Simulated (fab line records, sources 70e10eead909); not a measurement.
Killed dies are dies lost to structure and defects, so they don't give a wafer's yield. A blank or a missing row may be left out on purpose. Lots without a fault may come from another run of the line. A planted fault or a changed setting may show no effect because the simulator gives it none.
Which tool did it? | flow nand_harc | 24 lots, 72 wafers sampled, at 3 steps of a route of 1159

WHAT THE GAUGES READ, wafer by wafer
NHARC_A_CONTACT_INSPECT_44. Usual: raw_defect_count 27, standard deviation 15.
lot  | measured     | on                | raw_defect_count | flag
L075 | day 16 00:20 | defect_inspect-01 | 25 32 24         |
L074 | day 16 02:20 | defect_inspect-02 | 28 12 23         |
L077 | day 16 13:36 | defect_inspect-01 | 8 7 3            |
L076 | day 16 15:51 | defect_inspect-01 | 26 21 20         |
L079 | day 17 06:02 | defect_inspect-02 | 9 9 6            |
L080 | day 17 10:22 | defect_inspect-01 | 28 18 16         |
L081 | day 17 16:10 | defect_inspect-02 | 21 29 22         |
L078 | day 17 19:19 | defect_inspect-02 | 35 27 30         |
L083 | day 18 02:52 | defect_inspect-02 | 23 23 24         |
L082 | day 18 18:35 | defect_inspect-01 | 10 12 10         |
L084 | day 18 19:07 | defect_inspect-01 | 39 44 39         |
L088 | day 19 08:22 | defect_inspect-02 | 32 26 32         |
L086 | day 19 08:37 | defect_inspect-01 | 10 10 8          |
L085 | day 19 12:48 | defect_inspect-01 | 23 20 31         |
L087 | day 19 13:34 | defect_inspect-02 | 39 29 33         |
L090 | day 20 00:16 | defect_inspect-01 | 38 28 33         |
L089 | day 20 01:01 | defect_inspect-01 | 35 48 33         |
L093 | day 20 14:01 | defect_inspect-02 | 15 18 11         |
L092 | day 20 15:40 | defect_inspect-01 | 16 24 19         |
L091 | day 20 18:23 | defect_inspect-02 | 63 44 42         |
L094 | day 21 12:43 | defect_inspect-02 | 59 77 60         |
L096 | day 21 20:55 | defect_inspect-01 | 16 22 8          |
L095 | day 21 21:40 | defect_inspect-02 | 34 41 52         |
L097 | day 22 11:21 | defect_inspect-02 | 44 59 46         |

NHARC_A_CONTACT_INSPECT_71. Usual: raw_defect_count 27, standard deviation 14.
lot  | measured     | on                | raw_defect_count | flag
L075 | day 16 09:22 | defect_inspect-02 | 28 33 25         |
L074 | day 16 09:58 | defect_inspect-02 | 30 15 21         |
L077 | day 16 20:29 | defect_inspect-01 | 6 8 6            |
L076 | day 16 22:45 | defect_inspect-02 | 27 20 23         |
L079 | day 17 14:13 | defect_inspect-01 | 7 6 5            |
L080 | day 17 17:52 | defect_inspect-02 | 27 18 13         |
L081 | day 17 23:03 | defect_inspect-02 | 21 21 20         |
L078 | day 18 02:41 | defect_inspect-01 | 34 29 33         |
L083 | day 18 10:25 | defect_inspect-01 | 23 26 22         |
L082 | day 19 01:20 | defect_inspect-02 | 13 12 9          |
L084 | day 19 02:10 | defect_inspect-02 | 36 45 39         |
L088 | day 19 15:22 | defect_inspect-02 | 29 28 31         |
L086 | day 19 17:07 | defect_inspect-02 | 16 15 15         |
L085 | day 19 19:43 | defect_inspect-01 | 22 20 26         |
L087 | day 19 20:29 | defect_inspect-02 | 38 31 34         |
L090 | day 20 07:17 | defect_inspect-01 | 39 29 36         |
L089 | day 20 08:01 | defect_inspect-01 | 36 46 35         |
L093 | day 20 20:52 | defect_inspect-01 | 14 19 10         |
L092 | day 21 01:56 | defect_inspect-02 | 19 27 14         |
L091 | day 21 05:28 | defect_inspect-01 | 57 49 44         |
L094 | day 21 19:56 | defect_inspect-01 | 56 73 54         |
L096 | day 22 05:16 | defect_inspect-01 | 16 23 7          |
L095 | day 22 05:25 | defect_inspect-02 | 38 40 50         |
L097 | day 22 18:28 | defect_inspect-01 | 50 60 47         |

WHICH TOOL RAN EACH LOT (tool, then ch and the chambers of the sampled wafers, then the start)
lot  | NHARC_A_CONTACT_ETCH_112
L075 | har_cap_etch-01 ch 0,1, day 16 02:18
L074 | har_cap_etch-02 ch 0,1, day 16 04:35
L077 | har_cap_etch-01 ch 0,1, day 16 15:10
L076 | har_cap_etch-02 ch 0,1, day 16 17:24
L079 | har_cap_etch-02 ch 0,1, day 17 07:38
L080 | har_cap_etch-01 ch 0,1, day 17 12:09
L081 | har_cap_etch-02 ch 0,1, day 17 17:41
L078 | har_cap_etch-03 ch 0,1, day 17 20:54
L083 | har_cap_etch-02 ch 0,1, day 18 04:56
L082 | har_cap_etch-02 ch 0,1, day 18 20:06
L084 | har_cap_etch-01 ch 0,1, day 18 20:50
L088 | har_cap_etch-01 ch 0,1, day 19 09:55
L086 | har_cap_etch-02 ch 0,1, day 19 10:53
L085 | har_cap_etch-01 ch 0,1, day 19 14:21
L087 | har_cap_etch-03 ch 0,1, day 19 15:05
L090 | har_cap_etch-03 ch 0,1, day 20 01:54
L089 | har_cap_etch-01 ch 0,1, day 20 02:37
L093 | har_cap_etch-01 ch 0,1, day 20 15:35
L092 | har_cap_etch-03 ch 1, day 20 17:13
L091 | har_cap_etch-01 ch 0,1, day 20 19:58
L094 | har_cap_etch-01 ch 0,1, day 21 14:23
L096 | har_cap_etch-02 ch 0,1, day 21 22:26
L095 | har_cap_etch-01 ch 0,1, day 21 23:13
L097 | har_cap_etch-02 ch 0,1, day 22 12:53
- NHARC_A_CONTACT_ETCH_112: etches the open film in C4F8/O2/Ar, time 94 s, target depth 922 nm.

WHAT THE TOOLS THEMSELVES READ (means of the sampled wafers that have a number; where no wafer has one, the mark that the record gives instead)
The record holds no such reading with a usual standard deviation.

THE ANSWER, worked out from the rows above alone
Rule: a lot is off if the mean of its wafers that have a number lies more than 3 standard deviations from the usual mean. A lot without any number at a reading at which 4 lots or more have one is off too. The other lots that the step has rows for count as sound. The gauges are gone through in route order, then the tools' own readings, and for those a lot's mean is taken as printed above. The first step at which some lot is off is used, and at that step the reading that is off furthest; a lot without a number counts as furthest.
No lot is off at any reading shown: from this, nothing can be told.

WHAT THE SIMULATOR HAD PUT IN
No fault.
